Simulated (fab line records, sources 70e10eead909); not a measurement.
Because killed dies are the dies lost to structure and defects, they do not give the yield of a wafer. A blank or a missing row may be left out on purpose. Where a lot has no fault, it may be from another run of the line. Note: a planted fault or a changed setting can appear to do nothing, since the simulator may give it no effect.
Matching of chambers -- flow nandHarc -- 4 sister chambers for NHARC_A_STAIRCASE_CMP_472 on cmp-02
The step polishes SiO2. 4 wafers are shown with their chamber, then 11 later ones without.

## WAFERS, EACH WITH ITS CHAMBER
wafer,chamber,motorCurrentA (A)
L091.1,1,14.6
L091.3,2,12.7
L091.4,0,12.4
L090.1,3,12.6

## WAFERS WITH NO CHAMBER GIVEN
wafer,motorCurrentA (A)
L090.2,11.8
L090.6,12.3
L095.1,12.1
L095.2,14.2
L095.4,11.9
L096.3,13.5
L096.5,11.9
L096.6,11.7
L097.1,11.9
L097.5,12.6
L097.6,12.8

## WHICH CHAMBER EACH WENT THROUGH
wafer,from the rows above,in truth
L090.2,can't be placed: 0 or 3 or 2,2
L090.6,can't be placed: 0 or 3 or 2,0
L095.1,can't be placed: 0 or 3 or 2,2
L095.2,1,1
L095.4,can't be placed: 0 or 3 or 2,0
L096.3,can't be placed: 2 or 3 or 0 or 1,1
L096.5,can't be placed: 0 or 3 or 2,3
L096.6,can't be placed: 0 or 3 or 2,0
L097.1,can't be placed: 0 or 3 or 2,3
L097.5,can't be placed: 3 or 2 or 0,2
L097.6,can't be placed: 2 or 3 or 0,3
Placed correctly: 1 of 11. From these rows, 10 cannot be placed; in 10 the true chamber is one of the candidates. Number placed wrongly: 0.
How it was worked out, from the rows above alone: a wafer's distance from a chamber is the root of the sum, over the readings, of the square of ((its reading less the chamber's mean) divided by the reading's scatter). If the next closest chamber is less than 2 further off than the closest, the wafer can't be placed; otherwise it belongs to the closest. For every chamber, the mean is computed from those of its wafers that are shown. The scatter: root of mean squared gap, hidden wafer to nearest shown wafer, with one shown wafer a chamber.
